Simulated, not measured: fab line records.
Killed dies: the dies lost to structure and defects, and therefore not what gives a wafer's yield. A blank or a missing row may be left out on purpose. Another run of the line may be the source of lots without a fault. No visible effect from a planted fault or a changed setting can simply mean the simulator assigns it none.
Matching of chambers + flow n5_finfet + 4 sister chambers for N5_GATE_CUT_DESCUM_18 on rie_diel-06
The step chemistry O2, time 7 s. 18 wafers are shown with their chamber, then 9 later ones without.

== WAFERS WITH THEIR CHAMBER ==
| wafer  | chamber | showerhead_plenum_p_Torr (Torr) | throttle_valve_pct (%) | drypump_motor_current_A (A) |
|--------|---------|---------------------------------|------------------------|-----------------------------|
| L074.1 | 3       | 2.03                            | 20.88                  | 5.3                         |
| L074.4 | 1       | 2.00                            | 20.28                  | 5.6                         |
| L074.6 | 3       | 2.03                            | 20.90                  | 5.3                         |
| L080.2 | 2       | 2.17                            | 20.48                  | 5.2                         |
| L080.4 | 0       | 2.07                            | 20.24                  | 4.9                         |
| L080.5 | 1       | 2.00                            | 20.30                  | 5.7                         |
| L079.1 | 0       | 2.07                            | 20.24                  | 4.9                         |
| L079.4 | 1       | 2.00                            | 20.31                  | 5.7                         |
| L079.6 | 3       | 2.03                            | 20.90                  | 5.4                         |
| L081.1 | 0       | 2.07                            | 20.26                  | 4.9                         |
| L081.2 | 1       | 2.00                            | 20.32                  | 5.7                         |
| L081.3 | 2       | 2.17                            | 20.47                  | 5.2                         |
| L081.4 | 3       | 2.03                            | 20.90                  | 5.4                         |
| L081.5 | 1       | 2.00                            | 20.32                  | 5.6                         |
| L081.6 | 2       | 2.17                            | 20.47                  | 5.2                         |
| L084.1 | 3       | 2.02                            | 20.92                  | 5.4                         |
| L084.3 | 1       | 1.99                            | 20.32                  | 5.7                         |
| L084.4 | 0       | 2.07                            | 20.25                  | 4.9                         |

SIGNATURES, as means of the wafers listed above
| reading                  | chamber 0 | chamber 1 | chamber 2 | chamber 3 | scatter within a chamber |
|--------------------------|-----------|-----------|-----------|-----------|--------------------------|
| showerhead_plenum_p_Torr | 2.0700    | 1.9983    | 2.1700    | 2.0280    | 0.00342                  |
| throttle_valve_pct       | 20.2475   | 20.3083   | 20.4733   | 20.9000   | 0.0132                   |
| drypump_motor_current_A  | 4.900     | 5.667     | 5.200     | 5.360     | 0.0425                   |
Rule: distance of a wafer from a chamber = root of the sum over the readings of ((wafer's reading minus chamber's mean) / reading's scatter) squared. If the next closest chamber is less than 2 further off than the closest, the wafer can't be placed; otherwise it belongs to the closest. The scatter: the root of (the sum of the squares of (reading less its chamber's mean) over the shown wafers, divided by (wafers less chambers)).

== WAFERS WHOSE CHAMBER IS MISSING ==
| wafer  | showerhead_plenum_p_Torr (Torr) | throttle_valve_pct (%) | drypump_motor_current_A (A) |
|--------|---------------------------------|------------------------|-----------------------------|
| L085.1 | 2.02                            | 20.94                  | 5.4                         |
| L085.4 | 2.06                            | 20.27                  | 4.9                         |
| L085.6 | 1.99                            | 20.32                  | 5.7                         |
| L090.2 | 2.02                            | 20.94                  | 5.4                         |
| L090.4 | 2.06                            | 20.27                  | 4.9                         |
| L090.6 | 2.06                            | 20.29                  | 4.9                         |
| L096.2 | 2.06                            | 20.29                  | 4.9                         |
| L096.5 | 2.17                            | 20.51                  | 5.2                         |
| L096.6 | 2.02                            | 20.96                  | 5.4                         |

== CHAMBER TAKEN BY EACH ==
| wafer  | from the rows above | in truth |
|--------|---------------------|----------|
| L085.1 | 3                   | 3        |
| L085.4 | 0                   | 0        |
| L085.6 | 1                   | 1        |
| L090.2 | 3                   | 3        |
| L090.4 | 0                   | 0        |
| L090.6 | 0                   | 0        |
| L096.2 | 0                   | 0        |
| L096.5 | 2                   | 2        |
| L096.6 | 3                   | 3        |
Correctly placed: 9 of 9. Not placeable from these rows: 0. 0 placed wrongly.
